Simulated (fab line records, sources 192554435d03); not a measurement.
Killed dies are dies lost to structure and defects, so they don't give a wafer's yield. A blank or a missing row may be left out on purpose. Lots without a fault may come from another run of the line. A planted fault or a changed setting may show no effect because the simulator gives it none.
fab line records | flow n5_finfet
record lots=24 wafers=72 last_day=19
route steps=1938 shown BEOL_M7@1296 BEOL_M8@1346
lots that met no fault: from a run of the same line without faults
start_h: hours from the record's first day to the start of the lot's first wafer shown | wait_h: hours since the lot's step before | " the same as in the row above | L1.1+2: a row that stands for several wafers | - no value, or no start given | * or withheld: withheld | < > ~ a bound
route shown NAME@n: a module of which the file shows steps, and the number in the route of the first | usual: mean/standard deviation of fault-free wafers | same: alike in all rows | chamber/n: place in a boat | sites: the reading at each site | _std_site: their standard deviation | _edge_site: outer sites' mean less inner sites' | radius_mm: how far each site lies from the wafer's centre | mask NAME#n: copy n | behind: the tool/chamber that last shaped the wafer | hold: why the lot was held/for how many hours/how that ended | device: the transistor (n, p or np) that didn't switch | end of line: the same wafers' tests at the end of the route | a step without rows: its recipe alone | killed: dies lost to structure and defects at the first sort, not the wafer's yield | map: a wafer's dies, x killed, . not, _ none there
set.NAME: the setting as run; set.NAME@STEP: as run at that earlier step | model.NAME: the simulator's own value behind a step, which no gauge read
steps of the route over a sample of lots; a table a step, a row a wafer
services: from which hour (start_h, from the record's first day; less than 0 if before it) a tool's chamber was out of use, for how many hours, and why
## steps
# step N5_BEOL_M7_CD_MEAS_28
# recipe target_cd_nm=40 landing_energy_ev=500 detector=se_inlens
# usual cd_nm=39.99/0.2
# columns lot.wafer tool chamber start_h wait_h cd_nm
L074.1 cd_sem-01 0 207.72 - 40.19
L074.2 " 0 " " 39.58
L074.3 " 0 " " 39.83
L076.1 cd_sem-02 0 217.44 - 39.98
L076.5 " 0 " " 40.34
L076.6 " 0 " " 40.14
L075.1 cd_sem-02 0 217.61 - 39.42
L075.4 " 0 " " 39.66
L075.5 " 0 " " 39.77
L079.3 cd_sem-02 0 236.91 - 39.90
L079.4 " 0 " " 40.08
L079.6 " 0 " " 39.81
L077.2 cd_sem-01 0 238.33 - 40.18
L077.3 " 0 " " 39.74
L077.6 " 0 " " 40.19
L078.2 cd_sem-03 0 248.15 - 39.66
L078.5 " 0 " " 40.27
L078.6 " 0 " " 40.23
L080.1 cd_sem-01 0 255.68 - 39.39
L080.2 " 0 " " 40.03
L080.6 " 0 " " 40.20
L082.1 cd_sem-03 0 265.48 - 40.12
L082.2 " 0 " " 40.00
L082.6 " 0 " " 39.93
L081.1 cd_sem-03 0 267.95 - 39.87
L081.3 " 0 " " 39.89
L081.6 " 0 " " 39.99
L084.1 cd_sem-03 0 271.27 - 40.11
L084.2 " 0 " " 39.92
L084.5 " 0 " " 40.15
L086.1 cd_sem-01 0 276.26 - 40.14
L086.4 " 0 " " 40.32
L086.5 " 0 " " 40.03
L085.1 cd_sem-01 0 299.64 - 39.95
L085.2 " 0 " " 39.98
L085.6 " 0 " " 40.02
L083.1 cd_sem-01 0 299.87 - 39.96
L083.3 " 0 " " 40.13
L083.5 " 0 " " 40.03
L088.1 cd_sem-03 0 301.72 - 40.08
L088.2 " 0 " " 39.92
L088.5 " 0 " " 39.85
L087.1 cd_sem-01 0 301.95 - 40.24
L087.5 " 0 " " 39.97
L087.6 " 0 " " 40.19
L090.1 cd_sem-02 0 307.05 - 39.78
L090.4 " 0 " " 39.94
L090.5 " 0 " " 39.91
L089.1 cd_sem-01 0 307.10 - 40.05
L089.2 " 0 " " 40.01
L089.5 " 0 " " 39.64
L091.3 cd_sem-03 0 328.38 - 40.11
L091.4 " 0 " " 40.34
L091.5 " 0 " " 39.88
L093.3 cd_sem-02 0 328.55 - 40.27
L093.5 " 0 " " 40.29
L093.6 " 0 " " 40.05
L092.1 cd_sem-02 0 328.72 - 40.07
L092.3 " 0 " " 40.14
L092.5 " 0 " " 39.77
L094.1 cd_sem-03 0 333.98 - 40.10
L094.2 " 0 " " 40.06
L094.4 " 0 " " 39.79
L095.2 cd_sem-03 0 338.01 - 40.07
L095.5 " 0 " " 40.08
L095.6 " 0 " " 39.89
L096.1 cd_sem-01 0 361.98 - 39.78
L096.2 " 0 " " 39.87
L096.3 " 0 " " 39.94
L097.2 cd_sem-03 0 365.37 - 40.31
L097.4 " 0 " " 40.09
L097.6 " 0 " " 39.98
# step N5_BEOL_M7_ANNEAL_51
# recipe temp_c=225 time_s=90 ambient=N2
# usual anneal_temp_c_max=226.4/0.33 wafer_temp_C_max=226.4/0.36
# same time_s=90
# columns lot.wafer tool chamber start_h wait_h anneal_temp_c_max wafer_temp_C_max
L074.1 rtp_anneal-02 0 210.32 0.3 226.0 226.6
L074.2 " 0 " " 226.1 227.0
L074.3 " 0 " " 226.2 226.7
L076.1 rtp_anneal-02 0 221.05 0.5 226.6 226.2
L076.5 " 0 " " 226.0 226.3
L076.6 " 0 " " 226.5 226.4
L075.1 rtp_anneal-01 0 221.31 0.7 226.4 226.2
L075.4 " 0 " " 226.5 226.2
L075.5 " 0 " " 226.0 225.9
L079.3 rtp_anneal-02 0 239.67 0.1 226.9 226.1
L079.4 " 0 " " 227.1 226.3
L079.6 " 0 " " 226.6 226.2
L077.2 rtp_anneal-02 0 240.76 0.1 226.2 226.6
L077.3 " 0 " " 227.0 226.9
L077.6 " 0 " " 226.7 226.6
L078.2 rtp_anneal-02 0 251.34 0.1 226.5 226.7
L078.5 " 0 " " 226.9 226.6
L078.6 " 0 " " 226.9 226.9
L080.1 rtp_anneal-01 0 259.09 0.1 225.8 225.9
L080.2 " 0 " " 226.4 226.2
L080.6 " 0 " " 225.9 226.0
L082.1 rtp_anneal-01 0 268.54 0.8 226.2 226.0
L082.2 " 0 " " 226.1 226.1
L082.6 " 0 " " 226.4 226.0
L081.1 rtp_anneal-02 0 271.28 0.2 226.1 226.9
L081.3 " 0 " " 226.7 226.9
L081.6 " 0 " " 226.5 226.5
L084.1 rtp_anneal-02 0 274.94 0.1 226.2 226.8
L084.2 " 0 " " 226.9 226.4
L084.5 " 0 " " 226.5 226.7
L086.1 rtp_anneal-01 0 281.43 0.1 226.5 226.5
L086.4 " 0 " " 226.6 225.9
L086.5 " 0 " " 226.2 226.4
L085.1 rtp_anneal-02 0 302.26 0.5 227.0 227.2
L085.2 " 0 " " 226.3 226.8
L085.6 " 0 " " 226.6 226.9
L083.1 rtp_anneal-02 0 302.65 0.7 226.4 226.2
L083.3 " 0 " " 226.5 226.7
L083.5 " 0 " " 226.8 226.1
L088.1 rtp_anneal-01 0 305.15 0.1 226.3 226.0
L088.2 " 0 " " 226.1 226.7
L088.5 " 0 " " 226.5 226.4
L087.1 rtp_anneal-02 0 305.28 0.1 227.1 227.0
L087.5 " 0 " " 226.3 226.6
L087.6 " 0 " " 226.2 226.4
L090.1 rtp_anneal-01 0 309.81 0.6 225.8 226.3
L090.4 " 0 " " 225.8 225.9
L090.5 " 0 " " 225.9 225.9
L089.1 rtp_anneal-01 0 310.08 0.5 226.0 226.3
L089.2 " 0 " " 226.3 225.6
L089.5 " 0 " " 226.4 226.1
L091.3 rtp_anneal-02 0 332.37 2.0 226.7 226.3
L091.4 " 0 " " 226.4 226.1
L091.5 " 0 " " 226.5 226.2
L093.3 rtp_anneal-02 0 332.91 1.9 226.5 226.5
L093.5 " 0 " " 226.3 226.4
L093.6 " 0 " " 226.3 226.1
L092.1 rtp_anneal-01 0 332.92 1.5 225.6 226.4
L092.3 " 0 " " 226.0 226.0
L092.5 " 0 " " 225.9 226.3
L094.1 rtp_anneal-01 0 336.32 0.1 226.8 226.1
L094.2 " 0 " " 226.4 226.3
L094.4 " 0 " " 225.9 226.4
L095.2 rtp_anneal-02 0 340.47 0.2 226.1 226.3
L095.5 " 0 " " 226.6 226.7
L095.6 " 0 " " 226.3 226.6
L096.1 rtp_anneal-01 0 364.88 0.8 226.4 226.1
L096.2 " 0 " " 226.2 225.9
L096.3 " 0 " " 226.2 226.3
L097.2 rtp_anneal-02 0 369.11 0.4 226.9 226.7
L097.4 " 0 " " 226.2 226.3
L097.6 " 0 " " 226.4 226.3
# step N5_BEOL_M8_OVL_MEAS_12
# recipe points_per_wafer=44
# usual M8_OVL=0.2/0.72
# columns lot.wafer tool chamber start_h wait_h M8_OVL[nm]
L074.1 overlay-02 0 214.24 0.0 0.7
L074.2 " 0 " " -0.2
L074.3 " 0 " " 1.2
L075.1 overlay-02 0 223.55 0.0 1.4
L075.4 " 0 " " 0.4
L075.5 " 0 " " 0.3
L076.1 overlay-01 0 223.59 0.0 -2.7
L076.5 " 0 " " -0.9
L076.6 " 0 " " -1.7
L079.3 overlay-01 0 242.59 0.0 0.9
L079.4 " 0 " " 0.7
L079.6 " 0 " " 0.8
L077.2 overlay-01 0 243.34 0.0 0.2
L077.3 " 0 " " -0.1
L077.6 " 0 " " 0.6
L078.2 overlay-01 0 254.14 0.0 -1.2
L078.5 " 0 " " -1.1
L078.6 " 0 " " -0.6
L080.1 overlay-02 0 262.55 0.0 0.3
L080.2 " 0 " " 0.7
L080.6 " 0 " " 0.1
L082.1 overlay-01 0 271.46 0.0 0.5
L082.2 " 0 " " 1.5
L082.6 " 0 " " 0.1
L081.1 overlay-01 0 274.78 0.0 -0.2
L081.3 " 0 " " -0.9
L081.6 " 0 " " -0.7
L084.1 overlay-02 0 277.70 0.0 0.2
L084.2 " 0 " " -0.1
L084.5 " 0 " " 0.4
L086.1 overlay-02 0 287.18 0.0 0.0
L086.4 " 0 " " -0.8
L086.5 " 0 " " -0.2
L085.1 overlay-02 0 304.92 0.0 0.1
L085.2 " 0 " " 0.0
L085.6 " 0 " " 0.7
L083.1 overlay-02 0 305.28 0.0 -0.6
L083.3 " 0 " " -0.1
L083.5 " 0 " " 0.0
L088.1 overlay-02 0 308.20 0.0 0.5
L088.2 " 0 " " 0.9
L088.5 " 0 " " 0.3
L087.1 overlay-02 0 308.37 0.0 0.4
L087.5 " 0 " " -0.6
L087.6 " 0 " " -0.2
L090.1 overlay-01 0 314.12 0.0 0.9
L090.4 " 0 " " 0.7
L090.5 " 0 " " 0.5
L089.1 overlay-01 0 314.42 0.0 1.0
L089.2 " 0 " " 1.4
L089.5 " 0 " " 1.3
L091.3 overlay-01 0 335.62 0.0 0.3
L091.4 " 0 " " 0.8
L091.5 " 0 " " 0.7
L092.1 overlay-02 0 335.79 0.0 0.5
L092.3 " 0 " " -0.6
L092.5 " 0 " " -0.5
L093.3 overlay-01 0 335.96 0.0 0.2
L093.5 " 0 " " 1.5
L093.6 " 0 " " -0.8
L094.1 overlay-01 0 339.78 0.0 0.6
L094.2 " 0 " " -0.5
L094.4 " 0 " " 0.2
L095.2 overlay-01 0 343.92 0.0 0.3
L095.5 " 0 " " 1.4
L095.6 " 0 " " 0.5
L096.1 overlay-02 0 368.38 0.0 0.0
L096.2 " 0 " " 0.8
L096.3 " 0 " " -0.3
L097.2 overlay-02 0 373.82 0.0 0.1
L097.4 " 0 " " 0.0
L097.6 " 0 " " -0.9
# step N5_BEOL_M8_INSPECT_30
# recipe mode=adi inspect_instrument=brightfield
# usual raw_defect_count=430/100
# columns lot.wafer tool chamber start_h wait_h raw_defect_count
L074.1 defect_inspect-02 - 215.35 0.1 448
L074.2 " - " " 519
L074.3 " - " " 455
L075.1 defect_inspect-01 - 225.98 0.1 489
L075.4 " - " " 347
L075.5 " - " " 350
L076.1 defect_inspect-02 - 226.02 0.1 325
L076.5 " - " " 384
L076.6 " - " " 487
L079.3 defect_inspect-01 - 244.67 0.0 526
L079.4 " - " " 445
L079.6 " - " " 407
L077.2 defect_inspect-02 - 244.84 0.0 456
L077.3 " - " " 419
L077.6 " - " " 458
L078.2 defect_inspect-02 - 257.61 0.0 585
L078.5 " - " " 638
L078.6 " - " " 741
L080.1 defect_inspect-02 - 265.70 0.1 317
L080.2 " - " " 552
L080.6 " - " " 426
L082.1 defect_inspect-02 - 273.74 0.1 360
L082.2 " - " " 370
L082.6 " - " " 404
L081.1 defect_inspect-02 - 276.35 0.1 617
L081.3 " - " " 725
L081.6 " - " " 452
L084.1 defect_inspect-01 - 280.33 0.1 290
L084.2 " - " " 426
L084.5 " - " " 385
L086.1 defect_inspect-02 - 292.40 0.1 440
L086.4 " - " " 357
L086.5 " - " " 504
L085.1 defect_inspect-01 - 307.02 0.1 520
L085.2 " - " " 429
L085.6 " - " " 569
L083.1 defect_inspect-01 - 307.26 0.1 446
L083.3 " - " " 297
L083.5 " - " " 494
L088.1 defect_inspect-01 - 309.11 0.1 393
L088.2 " - " " 500
L088.5 " - " " 651
L087.1 defect_inspect-02 - 309.45 0.1 489
L087.5 " - " " 404
L087.6 " - " " 491
L089.1 defect_inspect-01 - 317.39 0.1 338
L089.2 " - " " 552
L089.5 " - " " 506
L090.1 defect_inspect-02 - 317.99 0.1 504
L090.4 " - " " 540
L090.5 " - " " 417
L091.3 defect_inspect-01 - 339.10 0.0 296
L091.4 " - " " 282
L091.5 " - " " 308
L092.1 defect_inspect-01 - 339.14 0.1 416
L092.3 " - " " 335
L092.5 " - " " 275
L093.3 defect_inspect-01 - 339.19 0.0 484
L093.5 " - " " 420
L093.6 " - " " 415
L094.1 defect_inspect-02 - 342.95 0.1 348
L094.2 " - " " 387
L094.4 " - " " 472
L095.2 defect_inspect-01 - 349.92 0.0 282
L095.5 " - " " 354
L095.6 " - " " 353
L096.1 defect_inspect-01 - 372.43 0.1 343
L096.2 " - " " 322
L096.3 " - " " 323
L097.2 defect_inspect-01 - 376.37 0.0 358
L097.4 " - " " 336
L097.6 " - " " 425
# step N5_BEOL_M8_DESCUM_33
# recipe chemistry=O2 time_s=7 source_power_w=50 bias_power_w=20 pressure_mtorr=20 rf_frequency_hz=2.712e+07 temp_c=40 resist=CAR-EUV o2_flow_sccm=225
# usual drypump_motor_current_A=5.9/0.35 o2_flow_sccm=225.0/0.68 oes_product_au=0.81/0.089 rf_fwd_power_W=49.42/0.18 rf_vpp_V=243.6/1.8 showerhead_plenum_p_Torr=2.12/0.11 throttle_valve_pct=20.33/0.17
# same time_s=7
# columns lot.wafer tool chamber start_h wait_h drypump_motor_current_A o2_flow_sccm oes_product_au rf_fwd_power_W rf_hours_counter_h rf_vpp_V showerhead_plenum_p_Torr throttle_valve_pct
L074.1 rie_diel-05 3 215.38 0.0 6.3 225.3 0.69 49.54 249 243.9 2.15 20.67
L074.2 " 0 " " 5.5 225.3 0.75 49.79 175 245.9 2.17 20.25
L074.3 " 1 " " 5.4 224.3 0.76 49.51 148 239.6 1.91 20.51
L075.1 rie_diel-05 1 226.68 0.7 5.4 223.5 0.75 49.35 151 239.8 1.91 20.52
L075.4 " 0 " " 5.5 225.4 0.74 49.46 - 244.1 2.17 20.25
L075.5 " 1 " " 5.4 224.7 0.74 49.22 - 239.0 1.91 20.52
L076.1 rie_diel-02 3 226.90 0.9 5.9 225.1 0.71 49.74 206 244.7 2.16 20.28
L076.5 " 3 " " 5.9 225.5 0.71 49.47 - 243.4 2.16 20.25
L076.6 " 0 " " 5.3 224.3 0.84 49.62 - 243.7 2.21 20.19
L079.3 rie_diel-04 2 244.99 0.3 6.1 225.6 0.83 49.51 83 241.3 2.02 20.56
L079.4 " 1 " " 6.1 224.7 0.71 49.61 237 242.4 1.97 20.28
L079.6 " 3 " " 6.0 225.3 0.71 49.52 - 243.7 2.07 20.39
L077.2 rie_diel-02 0 245.21 0.4 5.3 225.9 0.82 49.42 62 245.5 2.21 20.19
L077.3 " 3 " " 5.9 224.4 0.72 49.64 211 244.5 2.16 20.26
L077.6 " 0 " " 5.3 225.8 0.83 49.46 - 243.8 2.21 20.18
L078.2 rie_diel-05 2 257.64 0.0 5.8 224.6 0.86 48.95 39 243.9 2.22 20.32
L078.5 " 0 " " 5.5 225.0 0.73 49.69 - 243.9 2.16 20.27
L078.6 " 3 " " 6.3 225.9 0.96 49.12 - 243.3 2.15 20.29
L080.1 rie_diel-02 0 265.94 0.2 5.3 224.7 0.82 49.60 69 247.0 2.21 20.19
L080.2 " 2 " " 6.4 225.3 0.93 49.16 19 241.1 2.05 20.21
L080.6 " 3 " " 5.9 225.4 0.70 49.61 - 243.8 2.15 20.28
L082.1 rie_diel-05 1 273.78 0.0 5.4 224.3 0.72 49.26 170 240.8 1.91 20.57
L082.2 " 2 " " 5.8 224.9 0.86 49.10 45 244.6 2.22 20.34
L082.6 " 2 " " 5.8 224.7 0.85 49.19 - 244.8 2.22 20.33
L081.1 rie_diel-05 3 276.39 0.0 6.3 225.2 0.92 49.43 11 243.5 2.15 20.31
L081.3 " 1 " " 5.4 225.3 0.72 49.27 171 242.0 1.91 20.56
L081.6 " 2 " " 5.8 224.7 0.85 49.17 - 245.1 2.22 20.35
L084.1 rie_diel-04 3 280.36 0.0 6.0 225.6 0.70 49.28 236 241.4 2.06 20.41
L084.2 " 0 " " 6.4 224.8 0.83 49.51 81 243.2 2.22 20.27
L084.5 " 0 " " 6.4 224.5 0.83 49.21 - 245.9 2.22 20.27
L086.1 rie_diel-05 0 292.43 0.0 5.5 225.3 0.73 49.66 197 245.0 2.16 20.27
L086.4 " 1 " " 5.4 226.1 0.73 49.38 174 240.3 1.91 20.56
L086.5 " 3 " " 6.3 223.6 0.92 49.64 - 243.0 2.14 20.31
L085.1 rie_diel-05 1 307.25 0.2 5.4 224.7 0.73 49.30 179 240.4 1.90 20.56
L085.2 " 3 " " 6.3 224.8 0.91 49.35 21 242.9 2.14 20.31
L085.6 " 3 " " 6.3 226.3 0.91 49.35 - 243.8 2.14 20.31
L083.1 rie_diel-04 1 307.29 0.0 6.1 225.7 1.00 49.47 7 243.7 2.23 19.95
L083.3 " 0 " " 6.4 223.7 0.83 49.59 92 243.2 2.21 20.29
L083.5 " 1 " " 6.1 226.0 0.99 49.65 - 244.0 2.23 19.94
L088.1 rie_diel-04 2 309.15 0.0 6.1 225.4 0.80 49.49 105 242.4 2.01 20.59
L088.2 " 1 " " 6.1 224.5 0.99 49.47 7 245.8 2.23 19.95
L088.5 " 0 " " 6.4 224.3 0.83 49.57 - 244.0 2.21 20.29
L087.1 rie_diel-05 3 309.49 0.0 6.3 224.8 0.91 49.34 22 244.3 2.14 20.32
L087.5 " 2 " " 5.8 224.0 0.85 49.26 - 245.0 2.22 20.36
L087.6 " 3 " " 6.3 224.3 0.90 49.41 - 244.9 2.14 20.32
L089.1 rie_diel-04 0 317.42 0.0 6.4 224.7 0.81 49.62 94 244.2 2.21 20.29
L089.2 " 2 " " 6.1 225.0 0.79 49.51 106 241.5 2.01 20.59
L089.5 " 2 " " 6.1 224.7 0.79 49.58 - 240.3 2.01 20.58
L090.1 rie_diel-04 0 318.49 0.5 6.4 225.0 0.82 49.59 94 243.6 2.21 20.29
L090.4 " 3 " " 6.0 225.1 0.69 49.41 248 243.2 2.06 20.44
L090.5 " 1 " " 6.1 224.3 0.97 49.50 - 245.6 2.22 19.96
L091.3 rie_diel-04 2 339.13 0.0 6.1 224.4 0.80 49.52 116 241.2 2.01 20.58
L091.4 " 3 " " 6.0 225.9 0.98 49.39 0 243.0 2.06 20.08
L091.5 " 3 " " 6.1 225.5 0.98 49.22 - 243.6 2.06 20.09
L092.1 rie_diel-05 1 339.18 0.0 5.4 224.1 0.71 49.27 191 239.4 1.90 20.58
L092.3 " 0 " " 5.5 225.2 0.72 49.49 214 245.7 2.16 20.32
L092.5 " 1 " " 5.4 224.9 0.72 49.43 - 241.4 1.90 20.57
L093.3 rie_diel-04 3 339.53 0.3 6.0 225.2 0.98 49.06 1 241.2 2.06 20.08
L093.5 " 1 " " 6.1 225.1 0.96 49.72 - 245.5 2.22 19.96
L093.6 " 2 " " 6.1 225.6 0.80 49.83 - 242.3 2.01 20.61
L094.1 rie_diel-02 3 342.98 0.0 5.9 225.2 0.70 49.83 239 243.4 2.15 20.32
L094.2 " 0 " " 5.3 226.2 0.80 49.35 96 244.4 2.20 20.24
L094.4 " 2 " " 6.4 224.6 0.88 48.97 45 242.4 2.04 20.25
L095.2 rie_diel-02 2 349.95 0.0 6.4 224.5 0.88 49.57 47 242.7 2.04 20.25
L095.5 " 1 " " 5.5 226.7 0.75 49.42 - 244.1 2.18 20.42
L095.6 " 0 " " 5.3 224.5 0.79 49.36 - 243.4 2.20 20.24
L096.1 rie_diel-05 2 372.47 0.0 5.8 224.1 0.80 49.13 81 245.2 2.21 20.38
L096.2 " 1 " " 5.4 225.9 0.71 49.25 205 238.7 1.90 20.61
L096.3 " 0 " " 5.5 225.7 0.70 49.49 228 244.3 2.15 20.33
L097.2 rie_diel-05 0 376.41 0.0 5.6 225.7 0.71 49.51 230 243.2 2.15 20.32
L097.4 " 3 " " 6.3 224.1 0.86 49.40 42 243.3 2.13 20.34
L097.6 " 3 " " 6.3 224.8 0.87 49.34 - 243.8 2.14 20.34
# step N5_BEOL_M8_ANNEAL_51
# recipe temp_c=225 time_s=90 ambient=N2
# usual anneal_temp_c_max=226.39/0.28 wafer_temp_C_max=226.4/0.4
# same time_s=90
# columns lot.wafer tool chamber start_h wait_h anneal_temp_c_max wafer_temp_C_max
L074.1 rtp_anneal-02 0 218.42 0.1 226.86 226.6
L074.2 " 0 " " 226.47 226.4
L074.3 " 0 " " 226.47 226.7
L075.1 rtp_anneal-02 0 229.50 0.1 226.40 226.5
L075.4 " 0 " " 226.74 226.9
L075.5 " 0 " " 226.42 226.7
L076.1 rtp_anneal-02 0 229.95 0.2 226.34 226.6
L076.5 " 0 " " 226.28 226.6
L076.6 " 0 " " 226.62 226.4
L079.3 rtp_anneal-01 0 247.41 0.1 226.10 225.9
L079.4 " 0 " " 226.19 226.0
L079.6 " 0 " " 226.18 226.3
L077.2 rtp_anneal-02 0 249.10 0.1 226.33 226.2
L077.3 " 0 " " 226.42 226.6
L077.6 " 0 " " 226.88 226.7
L078.2 rtp_anneal-01 0 259.50 0.1 226.09 226.2
L078.5 " 0 " " 226.53 226.2
L078.6 " 0 " " 226.91 226.3
L080.1 rtp_anneal-02 0 268.78 0.9 226.90 226.7
L080.2 " 0 " " 226.25 226.3
L080.6 " 0 " " 225.95 226.2
L082.1 rtp_anneal-01 0 276.01 0.2 226.42 226.0
L082.2 " 0 " " 226.24 225.9
L082.6 " 0 " " 226.35 226.2
L081.1 rtp_anneal-01 0 281.16 0.1 226.23 226.7
L081.3 " 0 " " 226.22 226.7
L081.6 " 0 " " 225.96 225.6
L084.1 rtp_anneal-01 0 286.05 0.2 226.30 226.7
L084.2 " 0 " " 226.17 226.0
L084.5 " 0 " " 226.50 226.3
L086.1 rtp_anneal-01 0 295.00 0.7 226.74 225.7
L086.4 " 0 " " 226.32 226.2
L086.5 " 0 " " 226.29 226.0
L085.1 rtp_anneal-02 0 309.86 0.4 227.00 227.0
L085.2 " 0 " " 226.37 226.4
L085.6 " 0 " " 226.01 227.0
L083.1 rtp_anneal-02 0 310.13 0.4 226.32 226.6
L083.3 " 0 " " 226.97 226.6
L083.5 " 0 " " 226.70 226.8
L088.1 rtp_anneal-02 0 313.55 0.1 226.26 226.7
L088.2 " 0 " " 226.34 226.9
L088.5 " 0 " " 226.46 226.9
L087.1 rtp_anneal-02 0 313.82 0.3 226.53 225.9
L087.5 " 0 " " 226.11 226.9
L087.6 " 0 " " 226.56 226.0
L089.1 rtp_anneal-01 0 320.03 0.1 226.15 225.6
L089.2 " 0 " " 226.33 225.7
L089.5 " 0 " " 225.91 226.1
L090.1 rtp_anneal-01 0 323.24 2.1 226.34 226.3
L090.4 " 0 " " 225.91 225.9
L090.5 " 0 " " 226.31 225.9
L092.1 rtp_anneal-01 0 342.23 1.2 226.32 225.8
L092.3 " 0 " " 226.63 225.9
L092.5 " 0 " " 226.36 225.9
L091.3 rtp_anneal-02 0 342.72 1.6 226.12 226.8
L091.4 " 0 " " 226.69 227.3
L091.5 " 0 " " 226.60 227.0
L093.3 rtp_anneal-01 0 343.45 0.3 226.19 226.0
L093.5 " 0 " " 226.40 226.2
L093.6 " 0 " " 226.43 226.0
L094.1 rtp_anneal-01 0 345.50 0.3 226.24 226.5
L094.2 " 0 " " 226.08 226.1
L094.4 " 0 " " 226.58 226.0
L095.2 rtp_anneal-02 0 354.13 1.7 226.61 226.5
L095.5 " 0 " " 226.82 226.5
L095.6 " 0 " " 226.46 227.0
L096.1 rtp_anneal-01 0 375.92 1.2 225.90 226.0
L096.2 " 0 " " 226.07 226.3
L096.3 " 0 " " 226.41 225.9
L097.2 rtp_anneal-02 0 378.77 0.2 226.75 226.6
L097.4 " 0 " " 226.50 226.4
L097.6 " 0 " " 226.93 227.0
## services
# columns tool chamber start_h hours kind
rie_diel-02 2 193.76 - clean
rie_diel-02 2 193.76 - consumable_replace:focus_ring
rie_diel-02 2 193.76 21.7 scheduled_down
rie_diel-02 2 193.76 21.7 vent_cycle
rie_diel-05 3 226.36 1.8 repair
rie_diel-05 3 228.48 - clean
rie_diel-05 3 228.48 - consumable_replace:focus_ring
rie_diel-05 3 228.48 13.1 scheduled_down
rie_diel-05 3 228.48 13.1 vent_cycle
rie_diel-05 0 267.67 7.6 repair
rie_diel-04 1 277.22 - clean
rie_diel-04 1 277.22 - consumable_replace:focus_ring
rie_diel-04 1 277.22 - consumable_replace:showerhead
rie_diel-04 1 277.22 13.6 scheduled_down
rie_diel-04 1 277.22 13.6 vent_cycle
rie_diel-02 3 321.37 8.5 repair
rie_diel-04 3 323.22 - clean
rie_diel-04 3 323.22 - consumable_replace:focus_ring
rie_diel-04 3 323.22 13.6 scheduled_down
rie_diel-04 3 323.22 13.6 vent_cycle
rtp_anneal-01 - 326.99 4.0 pm
rie_diel-05 3 337.33 15.2 repair
rie_diel-02 1 356.92 13.5 repair
## key
fault none
